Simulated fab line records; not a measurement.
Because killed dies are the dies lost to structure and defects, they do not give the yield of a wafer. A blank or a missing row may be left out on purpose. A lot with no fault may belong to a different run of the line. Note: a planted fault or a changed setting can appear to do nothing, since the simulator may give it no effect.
Which tool is to blame? | flow n5 finfet | 27 wafers from 9 lots sampled at 5 of the route's 1938 steps

== WHAT EACH GAUGE READ, for each wafer ==
N5_BEOL_M4_INSPECT_59: inspects for defects (darkfield).
lot  | measured     | on                | raw defect count
L460 | day 8 00:31  | defect inspect-02 | 42 40 52
L461 | day 8 15:56  | defect inspect-01 | 60 82 97
L462 | day 9 01:55  | defect inspect-01 | 80 67 72
L463 | day 9 08:17  | defect inspect-02 | 58 61 69
L465 | day 9 19:28  | defect inspect-02 | 86 83 68
L467 | day 10 09:07 | defect inspect-02 | 85 95 63
L473 | day 12 10:46 | defect inspect-02 | 53 74 89
L474 | day 12 04:27 | defect inspect-02 | 65 50 57
L483 | day 15 00:23 | defect inspect-02 | 36 84 86

N5_BEOL_M4_RC_MEAS_101.
lot  | measured     | on        | DIBL_N (mV/V)  | DIBL_P (mV/V)  | IOFF_N (nA/um)    | IOFF_P (nA/um)    | IOFF_P_85C (nA/um) | IOFF_P_LIN (nA/um) | IOFF_P_LONG (nA/um)        | ION_N (uA/um) | ION_P (uA/um) | SS_N (mV/dec)  | SS_P (mV/dec)  | VT_N (mV)         | VT_P (mV)            | VT_P_LONG (mV)       | VT_P_LVT (mV)
L460 | day 8 00:50  | prober-02 | 35.3 36.9 34.4 | 35.2 37.2 33.8 | 0.137 0.162 0.120 | 0.175 0.197 0.152 | 3.1 3.4 2.8        | 0.084 0.090 0.076  | 9.7e-05 9.5e-05 0.0001     | 660 679 660   | 453 461 450   | 71.3 71.8 70.7 | 73.1 73.7 72.3 | 250.9 249.6 254.1 | -254.6 -255.0 -257.9 | -278.1 -278.0 -280.6 | -103 -102 -105
L461 | day 8 15:58  | prober-01 | 35.9 37.1 37.2 | 35.8 37.6 37.0 | 0.154 0.182 0.181 | 0.189 0.213 0.215 | 3.3 3.7 3.7        | 0.089 0.097 0.096  | 9.1e-05 9.3e-05 9.3e-05    | 673 677 684   | 457 457 465   | 71.3 71.6 72.2 | 73.1 73.7 74.0 | 251.8 251.6 248.6 | -254.4 -250.9 -250.2 | -280.0 -278.8 -279.0 | -100 -99 -98
L462 | day 9 02:06  | prober-02 | 34.1 33.4 34.4 | 36.7 36.1 36.6 | 0.150 0.139 0.148 | 0.207 0.206 0.195 | 3.6 3.6 3.5        | 0.099 0.099 0.093  | 0.000114 0.000109 0.00011  | 674 665 664   | 467 463 455   | 71.5 71.5 71.6 | 73.5 73.4 73.8 | 247.2 248.8 246.3 | -250.3 -250.9 -252.2 | -274.5 -272.9 -275.2 | -99 -98 -100
L463 | day 9 08:19  | prober-01 | 37.3 35.1 38.7 | 37.6 34.8 39.2 | 0.186 0.148 0.218 | 0.275 0.214 0.307 | 4.7 3.7 5.1        | 0.126 0.106 0.135  | 0.000125 0.00012 0.000125  | 672 670 690   | 470 469 478   | 72.6 71.1 73.0 | 73.6 72.8 73.3 | 245.2 250.7 246.7 | -245.2 -248.0 -243.2 | -271.2 -271.8 -272.5 | -92 -96 -90
L465 | day 9 19:38  | prober-02 | 35.9 37.1 34.8 | 36.9 38.6 36.6 | 0.143 0.173 0.137 | 0.198 0.225 0.194 | 3.5 3.8 3.4        | 0.093 0.101 0.091  | 9.5e-05 9.3e-05 9.5e-05    | 655 671 666   | 451 461 459   | 71.9 71.3 70.9 | 72.9 73.9 72.7 | 253.9 248.6 251.7 | -255.0 -249.8 -250.7 | -278.5 -276.2 -279.6 | -102 -100 -103
L467 | day 10 09:09 | prober-01 | 37.4 37.9 38.0 | 38.0 38.7 39.7 | 0.171 0.185 0.196 | 0.221 0.240 0.259 | 3.7 4.0 4.3        | 0.101 0.107 0.115  | 0.000104 0.000105 0.000106 | 674 677 682   | 466 466 477   | 72.1 70.7 72.0 | 74.5 74.4 74.4 | 248.5 249.1 246.2 | -248.4 -250.1 -249.4 | -275.7 -277.9 -276.4 | -97 -96 -94
L473 | day 12 10:47 | prober-02 | 34.4 36.0 37.2 | 33.9 35.7 37.1 | 0.117 0.137 0.153 | 0.229 0.268 0.294 | 4.0 4.6 4.9        | 0.114 0.127 0.137  | 0.00013 0.000137 0.000138  | 656 656 666   | 464 470 474   | 70.8 71.7 71.6 | 72.4 72.8 73.2 | 253.0 252.0 251.0 | -242.2 -242.7 -242.8 | -267.7 -264.0 -265.3 | -95 -92 -91
L474 | day 12 04:38 | prober-02 | 36.0 37.6 36.6 | 36.5 37.4 36.2 | 0.177 0.198 0.174 | 0.330 0.340 0.327 | 5.4 5.6 5.4        | 0.160 0.162 0.159  | 0.000164 0.000159 0.000156 | 687 664 676   | 489 478 483   | 71.6 72.9 71.9 | 73.7 74.1 73.3 | 243.4 246.2 246.1 | -238.7 -238.0 -236.9 | -259.0 -258.5 -262.6 | -85 -86 -85
L483 | day 15 00:24 | prober-02 | 35.8 35.0 35.3 | 35.8 34.7 34.6 | 0.145 0.134 0.136 | 0.211 0.189 0.192 | 3.7 3.4 3.5        | 0.103 0.095 0.096  | 0.000108 0.000107 0.000108 | 689 679 672   | 473 469 462   | 70.6 70.9 70.7 | 72.9 72.8 73.1 | 248.5 250.8 250.5 | -249.6 -249.5 -249.6 | -272.4 -273.4 -274.7 | -98 -99 -100

== WHAT TOOL EACH LOT RAN ON (gives the tool, then ch and the chambers of the sampled wafers, and finally the start) ==
lot  | N5_PMOS_HMC_CHANNEL_EPI_EPI_20 | N5_BEOL_M4_SPUTTER_88        | N5_BEOL_M4_SPUTTER_92
L460 | epi rpcvd-01 ch 0, day 1 18:38 | pvd sputter-01, day 7 22:34  | pvd sputter-01, day 7 23:00
L461 | epi rpcvd-01 ch 0, day 2 00:21 | pvd sputter-01, day 8 13:48  | pvd sputter-01, day 8 14:14
L462 | epi rpcvd-01 ch 0, day 2 06:03 | pvd sputter-03, day 8 20:07  | pvd sputter-03, day 9 00:25
L463 | epi rpcvd-03 ch 0, day 2 12:50 | pvd sputter-03, day 9 06:20  | pvd sputter-03, day 9 06:47
L465 | epi rpcvd-01 ch 0, day 3 00:29 | pvd sputter-03, day 9 17:29  | pvd sputter-03, day 9 17:55
L467 | epi rpcvd-01 ch 0, day 3 13:17 | pvd sputter-02, day 10 07:10 | pvd sputter-02, day 10 07:37
L473 | epi rpcvd-01 ch 0, day 5 00:02 | pvd sputter-01, day 12 08:28 | pvd sputter-01, day 12 08:54
L474 | epi rpcvd-01 ch 0, day 5 06:38 | pvd sputter-02, day 12 02:26 | pvd sputter-02, day 12 02:53
L483 | epi rpcvd-02 ch 0, day 7 14:26 | pvd sputter-02, day 14 21:43 | pvd sputter-02, day 14 22:10
- N5_PMOS_HMC_CHANNEL_EPI_EPI_20: deposits SiGe30, target thk 59 nm.
- N5_BEOL_M4_SPUTTER_88: material Cu, target thk 4.5 nm, time 8.29 s.
- N5_BEOL_M4_SPUTTER_92: material Cu, target thk 4.5 nm, time 8.29 s.

== AS READ BY THE TOOLS THEMSELVES (means over the sampled wafers that have a number; for cases with no such wafer, the mark the record gives instead) ==
N5_PMOS_HMC_CHANNEL_EPI_EPI_20.
lot  | tool         | chamber pressure Torr (Torr)
L460 | epi rpcvd-01 | 19.95
L461 | epi rpcvd-01 | 19.98
L462 | epi rpcvd-01 | 20.01
L463 | epi rpcvd-03 | 19.99
L465 | epi rpcvd-01 | 19.99
L467 | epi rpcvd-01 | 19.98
L473 | epi rpcvd-01 | 19.98
L474 | epi rpcvd-01 | 20.00
L483 | epi rpcvd-02 | 19.95

N5_BEOL_M4_SPUTTER_88.
lot  | tool           | chuck gas flow sccm (sccm) | chuck sensor temp C (C) | throttle valve pct (%)
L460 | pvd sputter-01 | 1.32                       | -16.1                   | 30.0
L461 | pvd sputter-01 | 1.20                       | -15.9                   | 28.7
L462 | pvd sputter-03 | 1.27                       | -15.9                   | 28.9
L463 | pvd sputter-03 | 1.28                       | -15.8                   | 29.9
L465 | pvd sputter-03 | 1.26                       | -15.7                   | 29.1
L467 | pvd sputter-02 | 1.22                       | -16.4                   | 30.2
L473 | pvd sputter-01 | 1.26                       | -15.9                   | 29.3
L474 | pvd sputter-02 | 1.24                       | -16.1                   | 30.7
L483 | pvd sputter-02 | 1.21                       | -16.0                   | 30.9

N5_BEOL_M4_SPUTTER_92.
lot  | tool           | chuck gas flow sccm (sccm) | chuck sensor temp C (C) | throttle valve pct (%)
L460 | pvd sputter-01 | 1.27                       | -16.1                   | 29.9
L461 | pvd sputter-01 | 1.26                       | -16.0                   | 28.8
L462 | pvd sputter-03 | 1.24                       | -15.8                   | 29.2
L463 | pvd sputter-03 | 1.27                       | -15.9                   | 30.1
L465 | pvd sputter-03 | 1.29                       | -15.7                   | 29.2
L467 | pvd sputter-02 | 1.23                       | -16.4                   | 30.2
L473 | pvd sputter-01 | 1.27                       | -15.8                   | 29.3
L474 | pvd sputter-02 | 1.22                       | -16.1                   | 30.6
L483 | pvd sputter-02 | 1.25                       | -16.0                   | 30.9

== THE ANSWER, worked out from the rows above alone ==
Rule: the usual values come from the lots themselves. The widest of any qualifying gaps counts: lots, ordered by their means at a reading, are off when they make up no more than a third of the lots, leave a main group of 4 or more, and stand apart from it by 3 or more times the standard deviation of that group's means. The tables above print the reading to a certain number of digits; a main group whose means all agree to those digits is not used. Also off: a lot with no number at a reading for which 4 or more lots have one. Where the step has rows for the other lots, those lots are counted as sound. After the gauges, taken in route order, come the tools' own readings; for these a lot's mean is taken, as printed above. At the first step where some lot is off, the reading lying furthest off is the one used; lots without a number count as furthest.
None of the lots is off at any reading shown; this tells nothing.

== WHAT THE SIMULATOR HAD PUT IN ==
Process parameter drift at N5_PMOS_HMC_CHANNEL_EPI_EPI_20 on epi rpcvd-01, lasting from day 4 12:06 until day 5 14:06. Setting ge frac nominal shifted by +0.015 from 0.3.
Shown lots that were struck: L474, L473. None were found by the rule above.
